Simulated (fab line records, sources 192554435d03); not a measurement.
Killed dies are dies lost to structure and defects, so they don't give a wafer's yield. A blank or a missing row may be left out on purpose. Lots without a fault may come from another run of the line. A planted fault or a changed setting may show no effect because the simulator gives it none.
Split-lot experiment | flow n5_finfet | 7 lots, 39 wafers read, on a route of 1938 steps

THE SPLIT
At N5_DUMMY_GATE_ETCH_37 (etches SOC in N2/H2, target depth 60 nm, overetch 30 nm), the setting source_w was moved away from the recipe's 840 W on 15 of the 39 wafers read, by -6.7% to +16.1%. The other wafers ran this setting at the recipe's value.

The reading is taken at the split's own step.

THE READING
rf_vpp_V, in V, at N5_DUMMY_GATE_ETCH_37 (etches SOC in N2/H2, target depth 60 nm, overetch 30 nm). Fault-free wafers of this fab line usually give 523.8 V, standard deviation 2.4 V.

wafer  | tool, chamber at the split | source_w as run, W | against the recipe | rf_vpp_V, V | against lot-mates on the recipe
L075.3 | rie_diel-01, 2             | 840                | recipe             | 526.2       | -
L075.5 | rie_diel-01, 3             | 840                | recipe             | 525.9       | -
L075.6 | rie_diel-01, 0             | 840                | recipe             | 524.2       | -
L076.1 | rie_diel-06, 1             | 783.9              | -6.7%              | 534.8       | +13.5
L076.2 | rie_diel-06, 3             | 840                | recipe             | 520.1       | -
L076.3 | rie_diel-06, 0             | 783.9              | -6.7%              | 539.1       | +17.8
L076.4 | rie_diel-06, 2             | 840                | recipe             | 524.4       | -
L076.5 | rie_diel-06, 3             | 840                | recipe             | 519.3       | -
L076.6 | rie_diel-06, 2             | 783.9              | -6.7%              | 537.8       | +16.5
L088.1 | rie_diel-03, 2             | 840                | recipe             | 524.7       | -
L088.2 | rie_diel-03, 1             | 975.4              | +16.1%             | 500.6       | -22.6
L088.3 | rie_diel-03, 3             | 975.4              | +16.1%             | 496.7       | -26.5
L088.4 | rie_diel-03, 2             | 840                | recipe             | 523.7       | -
L088.5 | rie_diel-03, 1             | 975.4              | +16.1%             | 500.9       | -22.3
L088.6 | rie_diel-03, 3             | 840                | recipe             | 521.2       | -
L091.1 | rie_diel-06, 2             | 886.6              | +5.5%              | 514.9       | -9.3
L091.2 | rie_diel-06, 1             | 886.6              | +5.5%              | 514.5       | -9.7
L091.3 | rie_diel-06, 0             | 840                | recipe             | 526.6       | -
L091.4 | rie_diel-06, 3             | 840                | recipe             | 519.9       | -
L091.5 | rie_diel-06, 2             | 840                | recipe             | 526.2       | -
L091.6 | rie_diel-06, 1             | 886.6              | +5.5%              | 512.7       | -11.5
L093.1 | rie_diel-03, 0             | 890.3              | +6.0%              | 513.0       | -11.7
L093.2 | rie_diel-03, 3             | 890.3              | +6.0%              | 511.5       | -13.2
L093.3 | rie_diel-03, 1             | 840                | recipe             | 526.2       | -
L093.4 | rie_diel-03, 2             | 840                | recipe             | 526.1       | -
L093.5 | rie_diel-03, 0             | 890.3              | +6.0%              | 514.1       | -10.6
L093.6 | rie_diel-03, 3             | 840                | recipe             | 521.8       | -
L094.1 | rie_diel-06, 0             | 840                | recipe             | 527.0       | -
L094.2 | rie_diel-06, 1             | 840                | recipe             | 521.9       | -
L094.3 | rie_diel-06, 2             | 918.1              | +9.3%              | 509.8       | -13.2
L094.4 | rie_diel-06, 3             | 840                | recipe             | 520.1       | -
L094.5 | rie_diel-06, 0             | 918.1              | +9.3%              | 511.9       | -11.1
L094.6 | rie_diel-06, 3             | 918.1              | +9.3%              | 505.5       | -17.5
L095.1 | rie_diel-01, 0             | 840                | recipe             | 522.4       | -
L095.2 | rie_diel-01, 1             | 840                | recipe             | 519.1       | -
L095.3 | rie_diel-01, 3             | 840                | recipe             | 526.5       | -
L095.4 | rie_diel-01, 2             | 840                | recipe             | 524.7       | -
L095.5 | rie_diel-01, 2             | 840                | recipe             | 525.2       | -
L095.6 | rie_diel-01, 3             | 840                | recipe             | 526.0       | -

THE FIT
A straight line over all 39 wafers: rf_vpp_V changes by -1.63 V for each +1% of source_w; r = -0.96; the points scatter about the line by 2.6 V.
The same after taking each lot's own level away (the mean of its wafers on the recipe; 39 wafers): -1.67 V for each +1%; r = -0.96; scatter 2.8 V.
On that fit, the largest move of source_w shifts the reading by 27 V.
The lots' own levels span 521.27 to 525.43 V, that is 1.7 times the standard deviation above.
So the lot-to-lot level changes the slope little: the two slopes agree.
Check: with one of the wafers moved furthest among these (+16.1%) left out of the fit, the line predicts -27.2 V for it against its lot-mates. It came out at -22.6 V against them.
Tool readings at the split's step, against how far the setting was moved: rf_vpp_V r = -0.96.

OTHER SPLITS ON THESE WAFERS
These wafers also went through other splits before the reading. Each is held against what the fit with the lots' levels taken away leaves over:
other split on the same wafers    | wafers away from the commonest value | r with rf_vpp_V (lot level and that fit taken away)
N5_WELL_APT_IMPLANT_14 energy_kev | 9                                    | -0.05

THE WHOLE CHAIN: every reading that the file lists as answering this split, in the file's order
step                  | what it does                                            | reading                                                                             | change (the file's fit)                | r (the file's)
N5_DUMMY_GATE_ETCH_37 | etches SOC in N2/H2, target depth 60 nm, overetch 30 nm | rf_vpp_V                                                                            | -1.63 V for each +1% of the setting    | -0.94
N5_DUMMY_GATE_ETCH_37 | etches SOC in N2/H2, target depth 60 nm, overetch 30 nm | SiARC_of_DUMMY_GATE_COAT_35.thk_nm (the simulator's own value, which no gauge read) | -0.0273 nm for each +1% of the setting | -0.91

THE FILE'S OWN FIT
rf_vpp_V changes by -1.63 V for each +1% of source_w, r = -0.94.
